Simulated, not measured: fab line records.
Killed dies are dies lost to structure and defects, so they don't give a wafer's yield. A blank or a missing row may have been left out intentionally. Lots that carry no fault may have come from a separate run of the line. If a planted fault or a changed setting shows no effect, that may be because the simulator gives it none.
Chamber matching || flow n5-finfet || 4 sister chambers for N5_GATE_CUT_CMP_61 on cmp-04
The step polishes, stops on SiNx, t overpolish 3 s. 18 wafers are shown with their chamber, then 9 later ones without.

EACH WAFER AND ITS CHAMBER
{"wafer": "L075.1", "chamber": 0, "motor-current-A (A)": 10.5, "platen-rpm (rpm)": 27.108}
{"wafer": "L075.2", "chamber": 3, "motor-current-A (A)": 11.4, "platen-rpm (rpm)": 27.064}
{"wafer": "L075.4", "chamber": 1, "motor-current-A (A)": 10.4, "platen-rpm (rpm)": 27.106}
{"wafer": "L076.1", "chamber": 0, "motor-current-A (A)": 11.6, "platen-rpm (rpm)": 27.096}
{"wafer": "L076.2", "chamber": 2, "motor-current-A (A)": 13.3, "platen-rpm (rpm)": 27.100}
{"wafer": "L076.4", "chamber": 3, "motor-current-A (A)": 11.7, "platen-rpm (rpm)": 27.065}
{"wafer": "L078.1", "chamber": 2, "motor-current-A (A)": 14.2, "platen-rpm (rpm)": 27.123}
{"wafer": "L078.2", "chamber": 0, "motor-current-A (A)": 11.0, "platen-rpm (rpm)": 27.089}
{"wafer": "L078.3", "chamber": 3, "motor-current-A (A)": 11.3, "platen-rpm (rpm)": 27.080}
{"wafer": "L080.2", "chamber": 0, "motor-current-A (A)": 11.6, "platen-rpm (rpm)": 27.094}
{"wafer": "L080.5", "chamber": 0, "motor-current-A (A)": 11.3, "platen-rpm (rpm)": 27.095}
{"wafer": "L080.6", "chamber": 3, "motor-current-A (A)": 11.5, "platen-rpm (rpm)": 27.063}
{"wafer": "L086.2", "chamber": 1, "motor-current-A (A)": 9.9, "platen-rpm (rpm)": 27.104}
{"wafer": "L086.5", "chamber": 1, "motor-current-A (A)": 10.1, "platen-rpm (rpm)": 27.105}
{"wafer": "L086.6", "chamber": 0, "motor-current-A (A)": 11.2, "platen-rpm (rpm)": 27.104}
{"wafer": "L088.1", "chamber": 0, "motor-current-A (A)": 11.1, "platen-rpm (rpm)": 27.086}
{"wafer": "L088.3", "chamber": 3, "motor-current-A (A)": 11.4, "platen-rpm (rpm)": 27.056}
{"wafer": "L088.4", "chamber": 1, "motor-current-A (A)": 9.8, "platen-rpm (rpm)": 27.092}

SIGNATURES (averages over the wafers above)
{"reading": "motor-current-A", "chamber 0": 11.186, "chamber 1": 10.050, "chamber 2": 13.750, "chamber 3": 11.460, "scatter within a chamber": 0.335}
{"reading": "platen-rpm", "chamber 0": 27.09600, "chamber 1": 27.10175, "chamber 2": 27.11150, "chamber 3": 27.06560, "scatter within a chamber": 0.00872}
Rule: distance of a wafer from a chamber = root of the sum over the readings of ((wafer's reading minus chamber's mean) / reading's scatter) squared. If the next closest chamber is less than 2 further off than the closest, the wafer can't be placed; otherwise it belongs to the closest. The scatter is the square root of a quotient: the sum, over the shown wafers, of each reading's squared deviation from its chamber's mean, divided by wafers minus chambers.

WAFERS WITHOUT THEIR CHAMBER
{"wafer": "L092.1", "motor-current-A (A)": 12.0, "platen-rpm (rpm)": 27.077}
{"wafer": "L092.2", "motor-current-A (A)": 13.4, "platen-rpm (rpm)": 27.113}
{"wafer": "L092.3", "motor-current-A (A)": 10.0, "platen-rpm (rpm)": 27.107}
{"wafer": "L095.1", "motor-current-A (A)": 10.9, "platen-rpm (rpm)": 27.100}
{"wafer": "L095.4", "motor-current-A (A)": 13.4, "platen-rpm (rpm)": 27.109}
{"wafer": "L095.6", "motor-current-A (A)": 11.4, "platen-rpm (rpm)": 27.068}
{"wafer": "L097.3", "motor-current-A (A)": 9.6, "platen-rpm (rpm)": 27.125}
{"wafer": "L097.4", "motor-current-A (A)": 11.5, "platen-rpm (rpm)": 27.090}
{"wafer": "L097.5", "motor-current-A (A)": 10.7, "platen-rpm (rpm)": 27.091}

CHAMBER TAKEN BY EACH
{"wafer": "L092.1", "from the rows above": "can't be placed: 3 or 0", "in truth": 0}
{"wafer": "L092.2", "from the rows above": 2, "in truth": 2}
{"wafer": "L092.3", "from the rows above": 1, "in truth": 1}
{"wafer": "L095.1", "from the rows above": "can't be placed: 0 or 1", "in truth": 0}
{"wafer": "L095.4", "from the rows above": 2, "in truth": 2}
{"wafer": "L095.6", "from the rows above": 3, "in truth": 3}
{"wafer": "L097.3", "from the rows above": 1, "in truth": 1}
{"wafer": "L097.4", "from the rows above": "can't be placed: 0 or 3", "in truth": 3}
{"wafer": "L097.5", "from the rows above": "can't be placed: 0 or 1", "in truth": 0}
Correct placement for 5 of the 9. Can't be placed from these rows: 4 (the true chamber is among the candidates in 4). Wrongly placed: 0.
